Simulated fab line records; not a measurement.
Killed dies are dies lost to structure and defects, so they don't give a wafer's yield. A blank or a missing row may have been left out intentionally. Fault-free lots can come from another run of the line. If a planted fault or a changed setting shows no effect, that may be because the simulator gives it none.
Which of the tools did it? + flow n5-finfet + Sampling: 12 lots, 36 wafers, 3 of 1938 route steps

== WHAT EACH GAUGE READ, for each wafer ==
N5_BEOL_M6_RS_MEAS_57: the measuring method here is four-point-probe. Usual: for M6_RS the level is 0.284 ohm/sq and the standard deviation is 0.0075.
| lot  | measured     | on            | M6_RS (ohm/sq)    | flag |
|------|--------------|---------------|-------------------|------|
| L302 | day 8 22:18  | film-metro-02 | 0.277 0.286 0.279 |      |
| L304 | day 9 07:41  | film-metro-01 | 0.284 0.295 0.296 |      |
| L307 | day 10 03:22 | film-metro-01 | 0.282 0.282 0.294 |      |
| L308 | day 10 03:47 | film-metro-01 | 0.282 0.276 0.279 |      |
| L309 | day 10 11:25 | film-metro-01 | 0.285 0.283 0.296 |      |
| L310 | day 10 14:59 | film-metro-01 | 0.293 0.294 0.288 |      |
| L318 | day 12 12:46 | film-metro-02 | 0.303 0.294 0.300 |      |
| L319 | day 12 22:56 | film-metro-02 | 0.288 0.281 0.288 |      |
| L322 | day 13 21:38 | film-metro-02 | 0.291 0.281 0.286 |      |
| L323 | day 13 22:51 | film-metro-01 | 0.284 0.285 0.280 |      |
| L324 | day 14 09:08 | film-metro-01 | 0.283 0.275 0.281 |      |
| L325 | day 14 14:30 | film-metro-01 | 0.275 0.292 0.292 |      |

== WHAT TOOL EACH LOT RAN ON (gives the tool, then ch and the chambers of the sampled wafers, and finally the start) ==
| lot  | N5_BEOL_M6_PRE_CLEAN_45      | N5_BEOL_M6_ANNEAL_51             |
|------|------------------------------|----------------------------------|
| L302 | pvd-sputter-03, day 8 20:22  | rtp-anneal-02 ch 0, day 8 21:37  |
| L304 | pvd-sputter-03, day 9 06:02  | rtp-anneal-01 ch 0, day 9 07:00  |
| L307 | pvd-sputter-02, day 10 01:25 | rtp-anneal-02 ch 0, day 10 02:38 |
| L308 | pvd-sputter-02, day 10 02:07 | rtp-anneal-02 ch 0, day 10 03:01 |
| L309 | pvd-sputter-02, day 10 09:27 | rtp-anneal-02 ch 0, day 10 10:31 |
| L310 | pvd-sputter-01, day 10 13:02 | rtp-anneal-02 ch 0, day 10 14:15 |
| L318 | pvd-sputter-02, day 12 10:49 | rtp-anneal-02 ch 0, day 12 12:01 |
| L319 | pvd-sputter-03, day 12 21:04 | rtp-anneal-01 ch 0, day 12 22:21 |
| L322 | pvd-sputter-03, day 13 19:47 | rtp-anneal-01 ch 0, day 13 20:56 |
| L323 | pvd-sputter-01, day 13 20:38 | rtp-anneal-02 ch 0, day 13 22:07 |
| L324 | pvd-sputter-02, day 14 06:59 | rtp-anneal-02 ch 0, day 14 08:27 |
| L325 | pvd-sputter-01, day 14 12:29 | rtp-anneal-01 ch 0, day 14 13:47 |
- N5_BEOL_M6_PRE_CLEAN_45: time 30 s.
- N5_BEOL_M6_ANNEAL_51: time 90 s.

== AS READ BY THE TOOLS THEMSELVES (means over the sampled wafers that have a number; for cases with no such wafer, the mark the record gives instead) ==
N5_BEOL_M6_PRE_CLEAN_45. Usual: heater-power-w at 342 W, with a standard deviation of 35.
| lot  | tool           | heater-power-w (W) | flag |
|------|----------------|--------------------|------|
| L302 | pvd-sputter-03 | 353                |      |
| L304 | pvd-sputter-03 | 319                |      |
| L307 | pvd-sputter-02 | 337                |      |
| L308 | pvd-sputter-02 | 359                |      |
| L309 | pvd-sputter-02 | 357                |      |
| L310 | pvd-sputter-01 | 355                |      |
| L318 | pvd-sputter-02 | 340                |      |
| L319 | pvd-sputter-03 | 338                |      |
| L322 | pvd-sputter-03 | 322                |      |
| L323 | pvd-sputter-01 | 327                |      |
| L324 | pvd-sputter-02 | 336                |      |
| L325 | pvd-sputter-01 | 353                |      |

N5_BEOL_M6_ANNEAL_51. Usual: wafer_temp_C_max at 225.90, with a standard deviation of 0.25.
| lot  | tool          | wafer_temp_C_max | flag |
|------|---------------|------------------|------|
| L302 | rtp-anneal-02 | 225.82           |      |
| L304 | rtp-anneal-01 | 225.78           |      |
| L307 | rtp-anneal-02 | 225.94           |      |
| L308 | rtp-anneal-02 | 225.79           |      |
| L309 | rtp-anneal-02 | 225.95           |      |
| L310 | rtp-anneal-02 | 225.90           |      |
| L318 | rtp-anneal-02 | 226.13           |      |
| L319 | rtp-anneal-01 | 226.05           |      |
| L322 | rtp-anneal-01 | 225.75           |      |
| L323 | rtp-anneal-02 | 225.87           |      |
| L324 | rtp-anneal-02 | 225.85           |      |
| L325 | rtp-anneal-01 | 225.86           |      |

== THE ANSWER, worked out from the rows above alone ==
Rule: lot off if the mean of its wafers having a number is beyond 3 standard deviations from the usual mean. A lot without any number at a reading at which 4 lots or more have one is off too. Where the step has rows for the other lots, those lots are counted as sound. First the gauges in route order, then the tools' own readings, where a lot's mean is used as printed above. The first step at which some lot is off is used, and at that step the reading that is off furthest; a lot without a number counts as furthest.
Across all readings shown, no lot is off: no conclusion can be drawn from this.

== WHAT THE SIMULATOR HAD PUT IN ==
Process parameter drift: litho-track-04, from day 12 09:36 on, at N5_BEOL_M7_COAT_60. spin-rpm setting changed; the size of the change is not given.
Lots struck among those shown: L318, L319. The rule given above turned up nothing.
